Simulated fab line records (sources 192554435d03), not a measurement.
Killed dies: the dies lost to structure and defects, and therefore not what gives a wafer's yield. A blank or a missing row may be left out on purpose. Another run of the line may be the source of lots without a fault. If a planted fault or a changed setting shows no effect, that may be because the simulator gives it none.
Chamber matching -- flow n5 finfet -- 3 sister chambers for N5_BEOL_M11_PECVD_70 on pecvd-01
The step deposits SiO2 from TEOS/O2, target thk 20 nm, time 22.7 s. 3 wafers are shown with their chamber, then 11 later ones without.

## WAFERS, EACH WITH ITS CHAMBER
wafer,chamber,showerhead plenum p Torr (Torr)
L086.1,1,8.83
L086.4,2,8.82
L089.2,0,8.70

## WAFERS WITHOUT THEIR CHAMBER
wafer,showerhead plenum p Torr (Torr)
L089.5,8.75
L089.6,8.86
L092.1,8.84
L092.2,8.81
L092.4,8.85
L094.3,8.82
L094.4,8.75
L094.5,8.82
L097.1,8.84
L097.2,8.75
L097.5,8.79

## WHICH CHAMBER EACH WENT THROUGH
wafer,from the rows above,in truth
L089.5,can't be placed: 0 or 2 or 1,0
L089.6,can't be placed: 1 or 2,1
L092.1,can't be placed: 1 or 2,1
L092.2,can't be placed: 2 or 1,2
L092.4,can't be placed: 1 or 2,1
L094.3,can't be placed: 2 or 1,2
L094.4,can't be placed: 0 or 2 or 1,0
L094.5,can't be placed: 2 or 1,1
L097.1,can't be placed: 1 or 2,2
L097.2,can't be placed: 0 or 2 or 1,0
L097.5,can't be placed: 2 or 1 or 0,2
Placed correctly: 0 of 11. From these rows, 11 cannot be placed; in 11 the true chamber is one of the candidates. Placed wrongly: 0.
How it was worked out, from the rows above alone: a wafer's distance from a chamber is the root of the sum, over the readings, of the square of ((its reading less the chamber's mean) divided by the reading's scatter). The wafer belongs to the nearest chamber; if the next one is less than 2 further off, it can't be placed. A chamber's mean is the mean of its shown wafers. The scatter (one wafer shown for each chamber): square how far every hidden wafer sits from the nearest shown wafer, average those squares and take the square root.
